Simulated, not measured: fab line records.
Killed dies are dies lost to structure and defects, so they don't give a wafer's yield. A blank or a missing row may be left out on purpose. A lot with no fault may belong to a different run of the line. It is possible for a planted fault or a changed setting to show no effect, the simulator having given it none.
Chamber matching | flow nand_harc | 4 sister chambers for NHARC_A_CONTACT_DESCUM_47 on rie_diel-01
The step chemistry O2, time 3 s. 22 wafers are shown with their chamber, then 11 later ones without.

## WAFERS PAIRED WITH THEIR CHAMBERS
wafer  | chamber | drypump_motor_current_A (A) | showerhead_plenum_p_Torr (Torr) | oes_product_au (a.u.)
L075.2 | 1       | 6.4                         | 1.92                            | 1.009
L075.4 | 3       | 5.4                         | 1.87                            | 1.000
L075.6 | 2       | 5.7                         | 1.84                            | 0.984
L074.2 | 2       | 5.7                         | 1.84                            | 0.996
L074.4 | 3       | 5.4                         | 1.87                            | 1.000
L074.6 | 1       | 6.4                         | 1.92                            | 1.001
L076.1 | 2       | 5.7                         | 1.84                            | 0.990
L076.3 | 3       | 5.4                         | 1.87                            | 0.995
L076.4 | 0       | 5.0                         | 1.90                            | 1.001
L078.1 | 3       | 5.4                         | 1.87                            | 0.995
L078.4 | 2       | 5.7                         | 1.84                            | 0.995
L078.6 | 1       | 6.3                         | 1.92                            | 0.997
L080.1 | 3       | 5.4                         | 1.87                            | 0.988
L080.4 | 0       | 5.0                         | 1.90                            | 0.990
L080.6 | 0       | 5.0                         | 1.90                            | 0.987
L082.1 | 1       | 6.4                         | 1.92                            | 0.999
L082.4 | 1       | 6.3                         | 1.92                            | 1.012
L082.5 | 3       | 5.4                         | 1.86                            | 1.001
L088.2 | 0       | 5.0                         | 1.90                            | 0.982
L088.4 | 1       | 6.4                         | 1.92                            | 1.009
L088.6 | 0       | 5.0                         | 1.90                            | 0.997
L089.1 | 0       | 5.0                         | 1.90                            | 0.987

SIGNATURES (means of the wafers above)
reading                  | chamber 0 | chamber 1 | chamber 2 | chamber 3 | scatter within a chamber
drypump_motor_current_A  | 5.000     | 6.367     | 5.700     | 5.400     | 0.0272
showerhead_plenum_p_Torr | 1.9000    | 1.9200    | 1.8400    | 1.8683    | 0.00215
oes_product_au           | 0.99067   | 1.00450   | 0.99125   | 0.99650   | 0.00604
Rule: a wafer lies at a distance from a chamber equal to the root of the sum of squares, over the readings, of (its reading less the chamber's mean, divided by the reading's scatter). If the next closest chamber is less than 2 further off than the closest, the wafer can't be placed; otherwise it belongs to the closest. How the scatter is found: for the shown wafers, subtract from each reading the mean of its chamber, square and add these, divide the total by (wafers less chambers), then take the root.

## WAFERS MISSING THEIR CHAMBER
wafer  | drypump_motor_current_A (A) | showerhead_plenum_p_Torr (Torr) | oes_product_au (a.u.)
L089.3 | 6.4                         | 1.91                            | 1.002
L089.6 | 5.4                         | 1.86                            | 0.997
L093.1 | 5.0                         | 1.89                            | 0.996
L093.3 | 5.7                         | 1.84                            | 1.000
L093.4 | 6.4                         | 1.91                            | 1.004
L096.2 | 6.4                         | 1.91                            | 1.015
L096.4 | 5.4                         | 1.86                            | 1.000
L096.6 | 6.4                         | 1.91                            | 1.005
L095.1 | 5.7                         | 1.84                            | 1.005
L095.2 | 5.4                         | 1.86                            | 0.997
L095.3 | 6.3                         | 1.91                            | 1.007

## WHICH CHAMBER EACH WENT THROUGH
wafer  | from the rows above | in truth
L089.3 | 1                   | 1
L089.6 | 3                   | 3
L093.1 | 0                   | 0
L093.3 | 2                   | 2
L093.4 | 1                   | 1
L096.2 | 1                   | 1
L096.4 | 3                   | 3
L096.6 | 1                   | 1
L095.1 | 2                   | 2
L095.2 | 3                   | 3
L095.3 | 1                   | 1
Correctly placed: 11 of 11. From these rows, 0 cannot be placed. 0 placed wrongly.
